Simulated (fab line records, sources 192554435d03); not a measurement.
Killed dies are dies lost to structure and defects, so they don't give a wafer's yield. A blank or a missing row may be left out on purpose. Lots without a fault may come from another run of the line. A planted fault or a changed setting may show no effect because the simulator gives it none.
Problem report in the 8D (eight disciplines) form, filled by code | flow n5_finfet | the parts of the form that need people (team, actions taken, sign-off) are left out

1. THE PROBLEM
killed_at_M4_up at N5_PASSIVATION_PROBE_49 reads a mean of 121 on 1 wafer of 1 lot; wafers without a fault read 14 with a standard deviation of 5.6. That is +19 standard deviations from the usual mean.
First seen on wafer L120.5, day 19 03:00, on prober-02. The record holds 6 wafers of 2 lots with a number at this step. Rule for "out", or "out of limits": more than 4 standard deviations from the usual mean. The other wafers with a number count as sound.

2. WHAT IT IS AND WHAT IT IS NOT
question                    | is                                                                                   | is not
which readings at this step | killed_at_M4_up, defect_limited_yield, killed_dies, sort_bin_5_function, sort_n_pass | killed_at_M0_to_M3, killed_at_contacts, killed_at_front_end, killed_at_other, killed_open, killed_short, sort_bin_6_memory, sort_bin_8_speed
which lots                  | L120                                                                                 | L101
which wafers of those lots  | L120.5                                                                               | L120.1, L120.3
read on which tools         | prober-02                                                                            | -
when                        | from day 19 03:00                                                                    | up to then (5 sound wafers)

3. SUSPECTS, AND WHAT RULES EACH OUT
Counting: a tool at a process step up to the reading stays a suspect if it ran every lot that is out. Sound lots after the first of them don't rule it out here, since some wafers of a struck lot are sound.
- pvd_sputter-03 at N5_BEOL_M12_SPUTTER_43 (material TaN, target thk 15 nm, time 24.19 s): kept. It ran the lot that is out, L120 (day 17 14:11).
- prober-02 at N5_PASSIVATION_PROBE_49: kept. It ran the lot that is out, L120 (day 19 02:48); its last sound lot up to then is L101 (day 13 22:28). Its own readings are out on those wafers: defect_limited_yield, killed_at_M4_up, killed_dies, sort_bin_5_function, sort_n_pass.
Left after counting: pvd_sputter-03 at N5_BEOL_M12_SPUTTER_43, prober-02 at N5_PASSIVATION_PROBE_49.

4. THE CAUSE (what the simulator had put in)
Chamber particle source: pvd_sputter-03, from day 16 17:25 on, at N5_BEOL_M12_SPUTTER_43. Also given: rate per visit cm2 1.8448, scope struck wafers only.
Counting left 2 suspects, and this tool is among them.

5. THE CHAIN OF EFFECTS, in route order
Each row: a reading whose mean over the struck wafers that have a number lies more than 3 standard deviations from the usual. Only readings for which the record gives a usual standard deviation are gone through. hours: the time from each lot's start at the first step in this table that gives one to its start at this step, as a median over the lots. sigmas: the change in usual standard deviations.
hours | step                    | reading              | usual  | on struck wafers | change | sigmas
0     | N5_PASSIVATION_PROBE_49 | defect_limited_yield | 91.2 % | 82.9             | -8.3   | -5.9
0     | N5_PASSIVATION_PROBE_49 | killed_at_M4_up      | 14     | 121              | +107   | +19
0     | N5_PASSIVATION_PROBE_49 | killed_dies          | 103    | 202              | +99    | +5.8
0     | N5_PASSIVATION_PROBE_49 | killed_on_rim        | 14     | 27               | +13    | +3.7
0     | N5_PASSIVATION_PROBE_49 | sort_bin_5_function  | 5.1 %  | 10.9             | +5.8   | +6.3
0     | N5_PASSIVATION_PROBE_49 | sort_n_pass          | 1077   | 978              | -99    | -5.8
The process steps in it:
- N5_PASSIVATION_PROBE_49

6. WHAT WOULD HAVE CAUGHT IT SOONER
In this record the first reading out of limits was taken at day 19 03:00, 58 hours after the fault began at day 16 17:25.
Of the tool readings at N5_BEOL_M12_SPUTTER_43 for which the record gives a usual standard deviation, none was out on any struck wafer, so an alarm limit of 4 standard deviations on them would not have fired.
All the lots that are out (1) had begun N5_BEOL_M12_SPUTTER_43 on pvd_sputter-03 by day 19 03:00. A hold on the tool at that time would have spared none of them.
